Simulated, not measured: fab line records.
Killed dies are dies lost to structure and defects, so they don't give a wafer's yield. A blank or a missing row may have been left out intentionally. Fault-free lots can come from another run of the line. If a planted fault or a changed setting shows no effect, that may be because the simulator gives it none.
Split-lot experiment | flow n5_finfet | 21 wafers read across 7 lots, on a route 1938 steps long

## THE SPLIT
At N5_BEOL_M0_ETCH_128 (etches SiCN in CF4/N2, target depth 12 nm, overetch 5.1 nm, time 21.4 s), the setting source_w was moved away from the recipe's 430 W on 9 of the 21 wafers read, by -15.6% to +17.0%. All remaining wafers had this setting at the recipe value.

The split's own step is where the reading is taken.

## THE READING
rf_vpp_V, in V, at N5_BEOL_M0_ETCH_128 (etches SiCN in CF4/N2, target depth 12 nm, overetch 5.1 nm, time 21.4 s). Typical for fault-free wafers on this fab line: 383.0 V, with standard deviation 1.6 V.

wafer  | tool, chamber at the split | source_w as run, W | against the recipe | rf_vpp_V, V | against lot-mates on the recipe
L074.1 | rie_diel-01, 3             | 459.8              | +6.9%              | 375.0       | -7.8
L074.2 | rie_diel-01, 1             | 430                | recipe             | 382.8       | -
L074.6 | rie_diel-01, 3             | 459.8              | +6.9%              | 374.2       | -8.6
L076.1 | rie_diel-06, 0             | 495.2              | +15.2%             | 364.7       | -20.8
L076.3 | rie_diel-06, 3             | 495.2              | +15.2%             | 365.3       | -20.2
L076.6 | rie_diel-06, 2             | 430                | recipe             | 385.5       | -
L079.2 | rie_diel-06, 1             | 430                | recipe             | 383.5       | -
L079.4 | rie_diel-06, 2             | 503                | +17.0%             | 364.6       | -18.3
L079.6 | rie_diel-06, 3             | 430                | recipe             | 382.4       | -
L081.3 | rie_diel-01, 1             | 430                | recipe             | 382.6       | -
L081.4 | rie_diel-01, 0             | 430                | recipe             | 384.8       | -
L081.6 | rie_diel-01, 3             | 430                | recipe             | 382.2       | -
L095.1 | rie_diel-04, 0             | 430                | recipe             | 384.8       | -
L095.4 | rie_diel-04, 3             | 362.8              | -15.6%             | 405.4       | +20.6
L095.5 | rie_diel-04, 0             | 362.8              | -15.6%             | 408.8       | +24.0
L094.1 | rie_diel-06, 2             | 430                | recipe             | 383.0       | -
L094.3 | rie_diel-06, 3             | 430                | recipe             | 382.5       | -
L094.6 | rie_diel-06, 3             | 476.8              | +10.9%             | 369.1       | -13.6
L097.1 | rie_diel-01, 1             | 467.7              | +8.8%              | 372.6       | -8.0
L097.2 | rie_diel-01, 2             | 430                | recipe             | 379.3       | -
L097.5 | rie_diel-01, 3             | 430                | recipe             | 381.9       | -

FIT RESULTS
A straight line over all 21 wafers: rf_vpp_V changes by -1.32 V for each +1% of source_w; r = -0.99; the points scatter about the line by 1.9 V.
The same after taking each lot's own level away (the mean of its wafers on the recipe; 21 wafers): -1.3 V for each +1%; r = -0.99; scatter 1.5 V.
On that fit, the largest move of source_w shifts the reading by 22 V.
The lots' own levels span 380.60 to 385.50 V, that is 3.1 times the standard deviation above.
Consequently the slope shifts little with the lot-to-lot level, the two slopes agreeing.
Check: -22.4 V against its lot-mates is what the line predicts for one of the wafers moved furthest among these (+17.0%) when that wafer is left out of the fit. It came out at -18.3 V against them.
Tool readings at the split's step, against how far the setting was moved: rf_vpp_V r = -0.99.

## THE OTHER SPLITS THESE WAFERS WENT THROUGH
Note: prior to the reading, these wafers also went through further splits. Each is held against what the fit with the lots' levels taken away leaves over:
other split on the same wafers            | wafers away from the commonest value | r with rf_vpp_V (lot level and that fit taken away)
N5_ILD0_CMP_12 down_force_psi             | 5                                    | +0.00
N5_SDB_COAT_05 spin_rpm                   | 6                                    | -0.19
N5_HKMG_FIN_COAT_06 spin_rpm              | 5                                    | -0.10
N5_HKMG_FIN_DEVELOP_11 develop_time_s     | 6                                    | +0.00
N5_MOL_CONTACT_COAG_VIA_ETCH_117 bias_w   | 12                                   | +0.02
N5_BEOL_M0_SAQP_COAT_08 spin_rpm          | 6                                    | +0.04
N5_BEOL_M0_SAQP_DEVELOP_13 develop_time_s | 8                                    | -0.04
N5_BEOL_M0_CUTY_ETCH_63 source_w          | 5                                    | -0.23

## FILE'S OWN FIT
rf_vpp_V changes by -1.24 V for each +1% of source_w, r = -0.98.
